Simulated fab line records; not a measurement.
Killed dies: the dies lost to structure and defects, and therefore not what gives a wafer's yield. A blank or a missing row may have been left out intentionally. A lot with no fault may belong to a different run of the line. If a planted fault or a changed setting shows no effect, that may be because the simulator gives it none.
Which of the tools did it? || flow nand harc || 24 lots, 72 wafers sampled, at 4 steps of a route of 1302

WHAT EACH GAUGE READ, for each wafer
NHARC_P_GATE_INSPECT_28. Usual: raw defect count at 7, with a standard deviation of 3.1.
{"lot": "L074", "measured": "day 4 23:15", "on": "defect inspect-01", "raw defect count": "6 7 7", "flag": ""}
{"lot": "L075", "measured": "day 5 14:37", "on": "defect inspect-01", "raw defect count": "9 8 7", "flag": ""}
{"lot": "L076", "measured": "day 6 06:13", "on": "defect inspect-02", "raw defect count": "8 7 5", "flag": ""}
{"lot": "L077", "measured": "day 6 06:32", "on": "defect inspect-01", "raw defect count": "10 4 7", "flag": ""}
{"lot": "L078", "measured": "day 6 18:07", "on": "defect inspect-02", "raw defect count": "15 7 9", "flag": ""}
{"lot": "L079", "measured": "day 7 07:26", "on": "defect inspect-02", "raw defect count": "6 6 4", "flag": ""}
{"lot": "L080", "measured": "day 7 12:39", "on": "defect inspect-01", "raw defect count": "5 14 6", "flag": ""}
{"lot": "L081", "measured": "day 7 17:34", "on": "defect inspect-02", "raw defect count": "11 8 9", "flag": ""}
{"lot": "L082", "measured": "day 8 13:41", "on": "defect inspect-02", "raw defect count": "8 4 6", "flag": ""}
{"lot": "L083", "measured": "day 8 14:19", "on": "defect inspect-02", "raw defect count": "8 5 3", "flag": ""}
{"lot": "L084", "measured": "day 9 07:00", "on": "defect inspect-02", "raw defect count": "8 7 5", "flag": ""}
{"lot": "L085", "measured": "day 9 21:02", "on": "defect inspect-02", "raw defect count": "2 7 11", "flag": ""}
{"lot": "L086", "measured": "day 10 05:00", "on": "defect inspect-01", "raw defect count": "4 7 6", "flag": ""}
{"lot": "L087", "measured": "day 11 04:25", "on": "defect inspect-01", "raw defect count": "9 8 3", "flag": ""}
{"lot": "L088", "measured": "day 11 03:56", "on": "defect inspect-02", "raw defect count": "2 6 4", "flag": ""}
{"lot": "L089", "measured": "day 11 03:47", "on": "defect inspect-02", "raw defect count": "3 4 10", "flag": ""}
{"lot": "L090", "measured": "day 11 18:23", "on": "defect inspect-01", "raw defect count": "5 8 2", "flag": ""}
{"lot": "L091", "measured": "day 12 05:12", "on": "defect inspect-02", "raw defect count": "6 6 3", "flag": ""}
{"lot": "L092", "measured": "day 12 11:00", "on": "defect inspect-02", "raw defect count": "5 7 4", "flag": ""}
{"lot": "L093", "measured": "day 13 02:35", "on": "defect inspect-02", "raw defect count": "11 9 8", "flag": ""}
{"lot": "L094", "measured": "day 13 02:12", "on": "defect inspect-02", "raw defect count": "4 5 4", "flag": ""}
{"lot": "L095", "measured": "day 13 14:27", "on": "defect inspect-02", "raw defect count": "8 3 9", "flag": ""}
{"lot": "L096", "measured": "day 14 03:36", "on": "defect inspect-02", "raw defect count": "3 2 8", "flag": ""}
{"lot": "L097", "measured": "day 14 17:21", "on": "defect inspect-02", "raw defect count": "0 7 8", "flag": ""}

NHARC_P_GATE_CD_MEAS_33. Usual: cd nm at 120.4 nm, with a standard deviation of 1.8.
{"lot": "L074", "measured": "day 5 00:07", "on": "cd sem-03", "cd nm (nm)": "120.6 121.7 118.2", "flag": ""}
{"lot": "L075", "measured": "day 5 15:28", "on": "cd sem-01", "cd nm (nm)": "122.7 119.2 118.1", "flag": ""}
{"lot": "L076", "measured": "day 6 07:04", "on": "cd sem-03", "cd nm (nm)": "120.6 123.8 121.4", "flag": ""}
{"lot": "L077", "measured": "day 6 07:23", "on": "cd sem-01", "cd nm (nm)": "120.8 122.4 122.4", "flag": ""}
{"lot": "L078", "measured": "day 6 18:59", "on": "cd sem-03", "cd nm (nm)": "119.3 117.3 117.3", "flag": ""}
{"lot": "L079", "measured": "day 7 08:18", "on": "cd sem-02", "cd nm (nm)": "123.9 121.4 121.4", "flag": ""}
{"lot": "L080", "measured": "day 7 13:31", "on": "cd sem-03", "cd nm (nm)": "122.9 121.9 120.4", "flag": ""}
{"lot": "L081", "measured": "day 7 18:25", "on": "cd sem-03", "cd nm (nm)": "117.3 116.6 117.5", "flag": ""}
{"lot": "L082", "measured": "day 8 14:32", "on": "cd sem-03", "cd nm (nm)": "120.0 118.6 117.9", "flag": ""}
{"lot": "L083", "measured": "day 8 15:12", "on": "cd sem-01", "cd nm (nm)": "118.6 118.5 119.2", "flag": ""}
{"lot": "L084", "measured": "day 9 08:21", "on": "cd sem-03", "cd nm (nm)": "118.7 121.2 121.5", "flag": ""}
{"lot": "L085", "measured": "day 9 21:55", "on": "cd sem-03", "cd nm (nm)": "120.5 120.5 121.2", "flag": ""}
{"lot": "L086", "measured": "day 10 05:52", "on": "cd sem-01", "cd nm (nm)": "122.4 120.8 121.6", "flag": ""}
{"lot": "L087", "measured": "day 11 05:46", "on": "cd sem-03", "cd nm (nm)": "119.8 121.7 121.8", "flag": ""}
{"lot": "L088", "measured": "day 11 05:52", "on": "cd sem-01", "cd nm (nm)": "119.3 122.1 118.2", "flag": ""}
{"lot": "L089", "measured": "day 11 05:47", "on": "cd sem-02", "cd nm (nm)": "120.7 121.9 120.5", "flag": ""}
{"lot": "L090", "measured": "day 11 19:14", "on": "cd sem-02", "cd nm (nm)": "120.5 119.9 121.2", "flag": ""}
{"lot": "L091", "measured": "day 12 06:04", "on": "cd sem-01", "cd nm (nm)": "118.2 122.0 124.3", "flag": ""}
{"lot": "L092", "measured": "day 12 11:52", "on": "cd sem-01", "cd nm (nm)": "120.8 120.5 122.9", "flag": ""}
{"lot": "L093", "measured": "day 13 03:28", "on": "cd sem-03", "cd nm (nm)": "117.1 120.2 118.5", "flag": ""}
{"lot": "L094", "measured": "day 13 03:04", "on": "cd sem-01", "cd nm (nm)": "120.0 118.1 116.9", "flag": ""}
{"lot": "L095", "measured": "day 13 15:23", "on": "cd sem-01", "cd nm (nm)": "122.5 118.2 119.3", "flag": ""}
{"lot": "L096", "measured": "day 14 04:28", "on": "cd sem-03", "cd nm (nm)": "118.5 119.0 120.3", "flag": ""}
{"lot": "L097", "measured": "day 14 18:13", "on": "cd sem-03", "cd nm (nm)": "122.4 121.4 121.7", "flag": ""}

TOOL THAT RAN EACH LOT (tool first, then ch and the chambers of the sampled wafers, then the start)
{"lot": "L074", "NHARC_P_STI_CMP_21": "cmp-03 ch 0,2, day 3 14:36", "NHARC_P_GATE_HM_DEP_102": "acl dep-01 ch 0, day 4 21:54"}
{"lot": "L075", "NHARC_P_STI_CMP_21": "cmp-02 ch 0,2,3, day 4 04:31", "NHARC_P_GATE_HM_DEP_102": "acl dep-01 ch 0, day 5 13:02"}
{"lot": "L076", "NHARC_P_STI_CMP_21": "cmp-02 ch 0,1,2, day 4 14:55", "NHARC_P_GATE_HM_DEP_102": "acl dep-02 ch 0, day 6 04:52"}
{"lot": "L077", "NHARC_P_STI_CMP_21": "cmp-04 ch 1,2,3, day 4 23:10", "NHARC_P_GATE_HM_DEP_102": "acl dep-01 ch 0, day 6 05:04"}
{"lot": "L078", "NHARC_P_STI_CMP_21": "cmp-02 ch 2,3, day 5 09:35", "NHARC_P_GATE_HM_DEP_102": "acl dep-02 ch 0, day 6 16:59"}
{"lot": "L079", "NHARC_P_STI_CMP_21": "cmp-04 ch 1,2, day 6 00:16", "NHARC_P_GATE_HM_DEP_102": "acl dep-02 ch 0, day 7 05:58"}
{"lot": "L080", "NHARC_P_STI_CMP_21": "cmp-03 ch 0,1,3, day 6 04:55", "NHARC_P_GATE_HM_DEP_102": "acl dep-02 ch 0, day 7 11:24"}
{"lot": "L081", "NHARC_P_STI_CMP_21": "cmp-04 ch 1,3, day 6 11:04", "NHARC_P_GATE_HM_DEP_102": "acl dep-03 ch 0, day 7 16:20"}
{"lot": "L082", "NHARC_P_STI_CMP_21": "cmp-04 ch 1,2,3, day 7 03:59", "NHARC_P_GATE_HM_DEP_102": "acl dep-02 ch 0, day 8 12:13"}
{"lot": "L083", "NHARC_P_STI_CMP_21": "cmp-03 ch 0,1,2, day 7 08:47", "NHARC_P_GATE_HM_DEP_102": "acl dep-02 ch 0, day 8 12:51"}
{"lot": "L084", "NHARC_P_STI_CMP_21": "cmp-02 ch 0,2,3, day 7 21:34", "NHARC_P_GATE_HM_DEP_102": "acl dep-03 ch 0, day 9 05:44"}
{"lot": "L085", "NHARC_P_STI_CMP_21": "cmp-04 ch 1,2, day 8 12:58", "NHARC_P_GATE_HM_DEP_102": "acl dep-01 ch 0, day 9 19:40"}
{"lot": "L086", "NHARC_P_STI_CMP_21": "cmp-02 ch 0,1,3, day 8 17:00", "NHARC_P_GATE_HM_DEP_102": "acl dep-01 ch 0, day 10 03:32"}
{"lot": "L087", "NHARC_P_STI_CMP_21": "cmp-03 ch 0,2,3, day 9 17:52", "NHARC_P_GATE_HM_DEP_102": "acl dep-03 ch 0, day 11 02:57"}
{"lot": "L088", "NHARC_P_STI_CMP_21": "cmp-03 ch 0,1,2, day 9 18:03", "NHARC_P_GATE_HM_DEP_102": "acl dep-01 ch 0, day 11 02:26"}
{"lot": "L089", "NHARC_P_STI_CMP_21": "cmp-03 ch 2,3, day 9 18:08", "NHARC_P_GATE_HM_DEP_102": "acl dep-02 ch 0, day 11 02:26"}
{"lot": "L090", "NHARC_P_STI_CMP_21": "cmp-02 ch 0,1,3, day 10 05:43", "NHARC_P_GATE_HM_DEP_102": "acl dep-03 ch 0, day 11 16:47"}
{"lot": "L091", "NHARC_P_STI_CMP_21": "cmp-04 ch 1,2,3, day 10 21:25", "NHARC_P_GATE_HM_DEP_102": "acl dep-01 ch 0, day 12 03:44"}
{"lot": "L092", "NHARC_P_STI_CMP_21": "cmp-04 ch 0,3, day 11 02:42", "NHARC_P_GATE_HM_DEP_102": "acl dep-01 ch 0, day 12 09:44"}
{"lot": "L093", "NHARC_P_STI_CMP_21": "cmp-03 ch 0,1,3, day 11 18:34", "NHARC_P_GATE_HM_DEP_102": "acl dep-02 ch 0, day 13 01:13"}
{"lot": "L094", "NHARC_P_STI_CMP_21": "cmp-02 ch 0,1,3, day 11 23:05", "NHARC_P_GATE_HM_DEP_102": "acl dep-01 ch 0, day 13 00:50"}
{"lot": "L095", "NHARC_P_STI_CMP_21": "cmp-02 ch 1,2,3, day 12 06:01", "NHARC_P_GATE_HM_DEP_102": "acl dep-02 ch 0, day 13 13:00"}
{"lot": "L096", "NHARC_P_STI_CMP_21": "cmp-03 ch 0,2,3, day 12 17:29", "NHARC_P_GATE_HM_DEP_102": "acl dep-01 ch 0, day 14 02:16"}
{"lot": "L097", "NHARC_P_STI_CMP_21": "cmp-02 ch 0,2, day 13 04:08", "NHARC_P_GATE_HM_DEP_102": "acl dep-01 ch 0, day 14 16:01"}
- NHARC_P_STI_CMP_21: polishes, t overpolish 20 s, target thk 380.67 nm.
- NHARC_P_GATE_HM_DEP_102: deposits aC, target thk 120 nm.

WHAT THE TOOLS THEMSELVES READ (means of the sampled wafers that have a number; where no wafer has one, the mark that the record gives instead)
NHARC_P_STI_CMP_21. Usual: motor current A 11.7 A, standard deviation 0.96; overpolish run s 20.000 s, standard deviation 0.0096.
{"lot": "L074", "tool": "cmp-03", "motor current A (A)": 11.1, "overpolish run s (s)": 19.998, "flag": ""}
{"lot": "L075", "tool": "cmp-02", "motor current A (A)": 12.1, "overpolish run s (s)": 20.007, "flag": ""}
{"lot": "L076", "tool": "cmp-02", "motor current A (A)": 11.2, "overpolish run s (s)": 20.011, "flag": ""}
{"lot": "L077", "tool": "cmp-04", "motor current A (A)": 12.0, "overpolish run s (s)": 19.996, "flag": ""}
{"lot": "L078", "tool": "cmp-02", "motor current A (A)": 11.5, "overpolish run s (s)": 19.999, "flag": ""}
{"lot": "L079", "tool": "cmp-04", "motor current A (A)": 12.7, "overpolish run s (s)": 20.000, "flag": ""}
{"lot": "L080", "tool": "cmp-03", "motor current A (A)": 11.6, "overpolish run s (s)": 19.996, "flag": ""}
{"lot": "L081", "tool": "cmp-04", "motor current A (A)": 11.2, "overpolish run s (s)": 20.005, "flag": ""}
{"lot": "L082", "tool": "cmp-04", "motor current A (A)": 11.7, "overpolish run s (s)": 19.992, "flag": ""}
{"lot": "L083", "tool": "cmp-03", "motor current A (A)": 11.5, "overpolish run s (s)": 19.999, "flag": ""}
{"lot": "L084", "tool": "cmp-02", "motor current A (A)": 12.0, "overpolish run s (s)": 20.007, "flag": ""}
{"lot": "L085", "tool": "cmp-04", "motor current A (A)": 12.4, "overpolish run s (s)": 19.993, "flag": ""}
{"lot": "L086", "tool": "cmp-02", "motor current A (A)": 12.3, "overpolish run s (s)": 19.997, "flag": ""}
{"lot": "L087", "tool": "cmp-03", "motor current A (A)": 11.5, "overpolish run s (s)": 20.006, "flag": ""}
{"lot": "L088", "tool": "cmp-03", "motor current A (A)": 11.6, "overpolish run s (s)": 20.005, "flag": ""}
{"lot": "L089", "tool": "cmp-03", "motor current A (A)": 10.9, "overpolish run s (s)": 20.004, "flag": ""}
{"lot": "L090", "tool": "cmp-02", "motor current A (A)": 12.2, "overpolish run s (s)": 20.000, "flag": ""}
{"lot": "L091", "tool": "cmp-04", "motor current A (A)": 11.8, "overpolish run s (s)": 19.993, "flag": ""}
{"lot": "L092", "tool": "cmp-04", "motor current A (A)": 11.0, "overpolish run s (s)": 19.991, "flag": ""}
{"lot": "L093", "tool": "cmp-03", "motor current A (A)": 11.5, "overpolish run s (s)": 20.006, "flag": ""}
{"lot": "L094", "tool": "cmp-02", "motor current A (A)": 12.0, "overpolish run s (s)": 20.001, "flag": ""}
{"lot": "L095", "tool": "cmp-02", "motor current A (A)": 11.9, "overpolish run s (s)": 19.998, "flag": ""}
{"lot": "L096", "tool": "cmp-03", "motor current A (A)": 11.5, "overpolish run s (s)": 20.000, "flag": ""}
{"lot": "L097", "tool": "cmp-02", "motor current A (A)": 10.9, "overpolish run s (s)": 19.997, "flag": ""}

NHARC_P_GATE_HM_DEP_102. Usual: throttle valve pct at 35.001 %, with a standard deviation of 0.0084.
{"lot": "L074", "tool": "acl dep-01", "throttle valve pct (%)": 34.998, "flag": ""}
{"lot": "L075", "tool": "acl dep-01", "throttle valve pct (%)": 35.004, "flag": ""}
{"lot": "L076", "tool": "acl dep-02", "throttle valve pct (%)": 35.004, "flag": ""}
{"lot": "L077", "tool": "acl dep-01", "throttle valve pct (%)": 35.007, "flag": ""}
{"lot": "L078", "tool": "acl dep-02", "throttle valve pct (%)": 34.992, "flag": ""}
{"lot": "L079", "tool": "acl dep-02", "throttle valve pct (%)": 34.996, "flag": ""}
{"lot": "L080", "tool": "acl dep-02", "throttle valve pct (%)": 34.995, "flag": ""}
{"lot": "L081", "tool": "acl dep-03", "throttle valve pct (%)": 35.001, "flag": ""}
{"lot": "L082", "tool": "acl dep-02", "throttle valve pct (%)": 35.000, "flag": ""}
{"lot": "L083", "tool": "acl dep-02", "throttle valve pct (%)": 35.001, "flag": ""}
{"lot": "L084", "tool": "acl dep-03", "throttle valve pct (%)": 34.993, "flag": ""}
{"lot": "L085", "tool": "acl dep-01", "throttle valve pct (%)": 35.008, "flag": ""}
{"lot": "L086", "tool": "acl dep-01", "throttle valve pct (%)": 35.001, "flag": ""}
{"lot": "L087", "tool": "acl dep-03", "throttle valve pct (%)": 35.001, "flag": ""}
{"lot": "L088", "tool": "acl dep-01", "throttle valve pct (%)": 34.995, "flag": ""}
{"lot": "L089", "tool": "acl dep-02", "throttle valve pct (%)": 35.014, "flag": ""}
{"lot": "L090", "tool": "acl dep-03", "throttle valve pct (%)": 35.004, "flag": ""}
{"lot": "L091", "tool": "acl dep-01", "throttle valve pct (%)": 35.007, "flag": ""}
{"lot": "L092", "tool": "acl dep-01", "throttle valve pct (%)": 35.004, "flag": ""}
{"lot": "L093", "tool": "acl dep-02", "throttle valve pct (%)": 34.993, "flag": ""}
{"lot": "L094", "tool": "acl dep-01", "throttle valve pct (%)": 35.002, "flag": ""}
{"lot": "L095", "tool": "acl dep-02", "throttle valve pct (%)": 35.007, "flag": ""}
{"lot": "L096", "tool": "acl dep-01", "throttle valve pct (%)": 35.008, "flag": ""}
{"lot": "L097", "tool": "acl dep-01", "throttle valve pct (%)": 34.993, "flag": ""}

THE ANSWER, worked out from the rows above alone
Rule: a lot is off if the mean of its wafers that have a number lies more than 3 standard deviations from the usual mean. Also off: a lot with no number at a reading for which 4 or more lots have one. Where the step has rows for the other lots, those lots are counted as sound. After the gauges, taken in route order, come the tools' own readings; for these a lot's mean is taken, as printed above. The first step at which some lot is off is used, and at that step the reading that is off furthest; a lot without a number counts as furthest.
No lot is off at any reading shown: from this, nothing can be told.

WHAT THE SIMULATOR HAD PUT IN
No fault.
